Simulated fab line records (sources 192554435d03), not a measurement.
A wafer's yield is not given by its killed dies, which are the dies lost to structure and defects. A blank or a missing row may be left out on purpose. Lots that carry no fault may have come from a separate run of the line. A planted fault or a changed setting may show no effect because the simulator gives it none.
Matching of chambers :: flow n5Finfet :: rieDiel-06 running N5_BEOL_M0_SAQP_ETCH_106: 4 sister chambers
The step etches SOC in N2/H2, stops on SiNx, target depth 150 nm. 16 wafers are shown with their chamber, then 8 later ones without.

== EACH WAFER AND ITS CHAMBER ==
wafer: L077.2
chamber: 1
drypumpMotorCurrentA (A): 6.2
showerheadPlenumPTorr (Torr): 2.50
throttleValvePct (%): 17.52

wafer: L077.3
chamber: 3
drypumpMotorCurrentA (A): 5.6
showerheadPlenumPTorr (Torr): 2.65
throttleValvePct (%): 17.68

wafer: L077.6
chamber: 2
drypumpMotorCurrentA (A): 6.0
showerheadPlenumPTorr (Torr): 2.67
throttleValvePct (%): 17.43

wafer: L079.1
chamber: 1
drypumpMotorCurrentA (A): 6.2
showerheadPlenumPTorr (Torr): 2.50
throttleValvePct (%): 17.51

wafer: L079.4
chamber: 3
drypumpMotorCurrentA (A): 5.6
showerheadPlenumPTorr (Torr): 2.65
throttleValvePct (%): 17.69

wafer: L079.6
chamber: 3
drypumpMotorCurrentA (A): 5.6
showerheadPlenumPTorr (Torr): 2.65
throttleValvePct (%): 17.69

wafer: L080.2
chamber: 1
drypumpMotorCurrentA (A): 6.2
showerheadPlenumPTorr (Torr): 2.50
throttleValvePct (%): 17.51

wafer: L080.3
chamber: 0
drypumpMotorCurrentA (A): 5.6
showerheadPlenumPTorr (Torr): 2.42
throttleValvePct (%): 17.85

wafer: L080.6
chamber: 2
drypumpMotorCurrentA (A): 6.1
showerheadPlenumPTorr (Torr): 2.67
throttleValvePct (%): 17.46

wafer: L083.1
chamber: 2
drypumpMotorCurrentA (A): 6.0
showerheadPlenumPTorr (Torr): 2.66
throttleValvePct (%): 17.46

wafer: L083.3
chamber: 3
drypumpMotorCurrentA (A): 5.6
showerheadPlenumPTorr (Torr): 2.64
throttleValvePct (%): 17.69

wafer: L083.6
chamber: 1
drypumpMotorCurrentA (A): 6.2
showerheadPlenumPTorr (Torr): 2.50
throttleValvePct (%): 17.52

wafer: L085.4
chamber: 0
drypumpMotorCurrentA (A): 5.6
showerheadPlenumPTorr (Torr): 2.41
throttleValvePct (%): 17.87

wafer: L085.5
chamber: 2
drypumpMotorCurrentA (A): 6.0
showerheadPlenumPTorr (Torr): 2.66
throttleValvePct (%): 17.47

wafer: L085.6
chamber: 3
drypumpMotorCurrentA (A): 5.6
showerheadPlenumPTorr (Torr): 2.64
throttleValvePct (%): 17.72

wafer: L094.1
chamber: 1
drypumpMotorCurrentA (A): 6.2
showerheadPlenumPTorr (Torr): 2.49
throttleValvePct (%): 17.56

SIGNATURES (averages over the wafers above)
reading: drypumpMotorCurrentA
chamber 0: 5.600
chamber 1: 6.200
chamber 2: 6.025
chamber 3: 5.600
scatter within a chamber: 0.025

reading: showerheadPlenumPTorr
chamber 0: 2.4150
chamber 1: 2.4980
chamber 2: 2.6650
chamber 3: 2.6460
scatter within a chamber: 0.0054

reading: throttleValvePct
chamber 0: 17.8600
chamber 1: 17.5240
chamber 2: 17.4550
chamber 3: 17.6940
scatter within a chamber: 0.0177
Rule: for each reading, subtract the chamber's mean from the wafer's reading, divide by that reading's scatter and square the result; add these up over the readings and take the root, which gives the wafer's distance from the chamber. If the next closest chamber is less than 2 further off than the closest, the wafer can't be placed; otherwise it belongs to the closest. The scatter: take each reading less its chamber's mean, square it, sum over the shown wafers, divide by the number of wafers less the number of chambers, and take the root.

== WAFERS WITHOUT THEIR CHAMBER ==
wafer: L094.5
drypumpMotorCurrentA (A): 6.2
showerheadPlenumPTorr (Torr): 2.49
throttleValvePct (%): 17.56

wafer: L094.6
drypumpMotorCurrentA (A): 5.7
showerheadPlenumPTorr (Torr): 2.41
throttleValvePct (%): 17.90

wafer: L096.1
drypumpMotorCurrentA (A): 5.6
showerheadPlenumPTorr (Torr): 2.63
throttleValvePct (%): 17.74

wafer: L096.2
drypumpMotorCurrentA (A): 6.0
showerheadPlenumPTorr (Torr): 2.65
throttleValvePct (%): 17.49

wafer: L096.5
drypumpMotorCurrentA (A): 5.7
showerheadPlenumPTorr (Torr): 2.41
throttleValvePct (%): 17.90

wafer: L095.2
drypumpMotorCurrentA (A): 6.1
showerheadPlenumPTorr (Torr): 2.65
throttleValvePct (%): 17.48

wafer: L095.3
drypumpMotorCurrentA (A): 5.6
showerheadPlenumPTorr (Torr): 2.41
throttleValvePct (%): 17.92

wafer: L095.5
drypumpMotorCurrentA (A): 5.7
showerheadPlenumPTorr (Torr): 2.41
throttleValvePct (%): 17.91

== WHICH CHAMBER EACH WENT THROUGH ==
wafer: L094.5
from the rows above: 1
in truth: 1

wafer: L094.6
from the rows above: 0
in truth: 0

wafer: L096.1
from the rows above: 3
in truth: 3

wafer: L096.2
from the rows above: 2
in truth: 2

wafer: L096.5
from the rows above: 0
in truth: 0

wafer: L095.2
from the rows above: 2
in truth: 2

wafer: L095.3
from the rows above: 0
in truth: 0

wafer: L095.5
from the rows above: 0
in truth: 0
8 of 8 placed correctly. Number that these rows cannot place: 0. Number placed wrongly: 0.
